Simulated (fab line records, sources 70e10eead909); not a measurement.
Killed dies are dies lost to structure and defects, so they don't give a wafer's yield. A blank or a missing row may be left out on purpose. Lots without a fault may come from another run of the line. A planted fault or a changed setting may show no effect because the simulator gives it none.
Chamber matching | flow nand_harc | NHARC_A_SGD_CUT_ETCH_58 on rie_diel-11: 4 sister chambers
The step etches the open film in CF4, target depth 39 nm, time 65 s. 22 wafers are shown with their chamber, then 11 later ones without.

WAFERS WITH THEIR CHAMBER
wafer  | chamber | showerhead_plenum_p_Torr (Torr) | drypump_motor_current_A (A) | oes_product_au (a.u.)
L076.2 | 0       | 1.74                            | 5.62                        | 1.011
L076.5 | 0       | 1.74                            | 5.63                        | 1.002
L076.6 | 3       | 1.68                            | 6.03                        | 0.991
L077.1 | 1       | 1.86                            | 5.59                        | 1.018
L077.4 | 2       | 1.73                            | 5.27                        | 1.003
L077.5 | 1       | 1.86                            | 5.57                        | 1.017
L081.1 | 0       | 1.74                            | 5.64                        | 0.990
L081.4 | 3       | 1.67                            | 6.03                        | 0.977
L081.5 | 3       | 1.67                            | 6.04                        | 0.975
L084.1 | 1       | 1.86                            | 5.61                        | 0.993
L084.2 | 0       | 1.74                            | 5.60                        | 0.994
L084.5 | 2       | 1.73                            | 5.27                        | 1.003
L090.3 | 1       | 1.86                            | 5.57                        | 1.021
L090.4 | 3       | 1.67                            | 6.04                        | 1.002
L090.5 | 1       | 1.86                            | 5.59                        | 1.018
L091.1 | 1       | 1.86                            | 5.59                        | 1.014
L091.2 | 2       | 1.73                            | 5.28                        | 0.996
L091.3 | 0       | 1.73                            | 5.60                        | 1.002
L091.4 | 3       | 1.67                            | 6.02                        | 0.991
L091.5 | 3       | 1.67                            | 6.02                        | 0.984
L091.6 | 0       | 1.73                            | 5.61                        | 1.003
L093.1 | 2       | 1.73                            | 5.28                        | 1.003

SIGNATURES (means of the wafers above)
reading                  | chamber 0 | chamber 1 | chamber 2 | chamber 3 | scatter within a chamber
showerhead_plenum_p_Torr | 1.7367    | 1.8600    | 1.7300    | 1.6717    | 0.00347
drypump_motor_current_A  | 5.6167    | 5.5867    | 5.2750    | 6.0300    | 0.0128
oes_product_au           | 1.00033   | 1.01350   | 1.00125   | 0.98667   | 0.00866
Rule: a wafer's distance from a chamber is the root of the sum, over the readings, of the square of ((its reading less the chamber's mean) divided by the reading's scatter). The wafer belongs to the nearest chamber; if the next one is less than 2 further off, it can't be placed. The scatter: the root of (the sum of the squares of (reading less its chamber's mean) over the shown wafers, divided by (wafers less chambers)).

WAFERS WITHOUT THEIR CHAMBER
wafer  | showerhead_plenum_p_Torr (Torr) | drypump_motor_current_A (A) | oes_product_au (a.u.)
L093.4 | 1.73                            | 5.57                        | 1.003
L093.5 | 1.86                            | 5.55                        | 1.017
L093.2 | 1.67                            | 6.03                        | 0.997
L093.3 | 1.86                            | 5.58                        | 1.001
L093.6 | 1.73                            | 5.59                        | 1.010
L095.2 | 1.73                            | 5.62                        | 0.987
L095.4 | 1.86                            | 5.54                        | 0.997
L095.6 | 1.73                            | 5.59                        | 0.993
L097.1 | 1.86                            | 5.57                        | 0.992
L097.2 | 1.67                            | 6.03                        | 0.989
L097.6 | 1.86                            | 5.59                        | 0.999

WHICH CHAMBER EACH WENT THROUGH
wafer  | from the rows above | in truth
L093.4 | 0                   | 0
L093.5 | 1                   | 1
L093.2 | 3                   | 3
L093.3 | 1                   | 1
L093.6 | 0                   | 0
L095.2 | 0                   | 0
L095.4 | 1                   | 1
L095.6 | 0                   | 0
L097.1 | 1                   | 1
L097.2 | 3                   | 3
L097.6 | 1                   | 1
Placed correctly: 11 of 11. Can't be placed from these rows: 0. Placed wrongly: 0.
